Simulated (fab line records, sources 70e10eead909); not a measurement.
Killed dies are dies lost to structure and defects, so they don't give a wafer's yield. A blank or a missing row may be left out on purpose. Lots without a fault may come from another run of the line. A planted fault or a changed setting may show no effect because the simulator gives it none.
Chamber matching | flow nand_harc | NHARC_A_STAIRCASE_DEP_325 on pecvd-04: 3 sister chambers
The step deposits SiO2, target thk 3800 nm. 18 wafers are shown with their chamber, then 9 later ones without.

WAFERS WITH THEIR CHAMBER
wafer  | chamber | heater_power_w (W)
L079.1 | 0       | 541
L079.2 | 1       | 686
L079.6 | 2       | 682
L078.1 | 1       | 657
L078.3 | 2       | 822
L078.6 | 2       | 685
L081.2 | 1       | 693
L081.3 | 2       | 799
L081.4 | 2       | 694
L083.1 | 0       | 503
L083.2 | 2       | 791
L083.3 | 1       | 675
L083.4 | 2       | 681
L083.5 | 0       | 513
L083.6 | 1       | 573
L082.1 | 0       | 627
L082.3 | 1       | 705
L082.5 | 1       | 567

SIGNATURES (means of the wafers above)
reading        | chamber 0 | chamber 1 | chamber 2 | scatter within a chamber
heater_power_w | 546.00    | 650.86    | 736.29    | 59.9
Rule: a wafer's distance from a chamber is the root of the sum, over the readings, of the square of ((its reading less the chamber's mean) divided by the reading's scatter). The wafer belongs to the nearest chamber; if the next one is less than 2 further off, it can't be placed. The scatter: the root of (the sum of the squares of (reading less its chamber's mean) over the shown wafers, divided by (wafers less chambers)).

WAFERS WITHOUT THEIR CHAMBER
wafer  | heater_power_w (W)
L085.1 | 664
L085.3 | 527
L085.4 | 678
L090.2 | 579
L090.5 | 664
L090.6 | 531
L092.2 | 578
L092.5 | 645
L092.6 | 526

WHICH CHAMBER EACH WENT THROUGH
wafer  | from the rows above          | in truth
L085.1 | can't be placed: 1 or 2 or 0 | 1
L085.3 | can't be placed: 0 or 1      | 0
L085.4 | can't be placed: 1 or 2 or 0 | 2
L090.2 | can't be placed: 0 or 1      | 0
L090.5 | can't be placed: 1 or 2 or 0 | 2
L090.6 | can't be placed: 0 or 1      | 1
L092.2 | can't be placed: 0 or 1      | 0
L092.5 | can't be placed: 1 or 2 or 0 | 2
L092.6 | can't be placed: 0 or 1      | 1
Placed correctly: 0 of 9. Can't be placed from these rows: 9 (the true chamber is among the candidates in 9). Placed wrongly: 0.
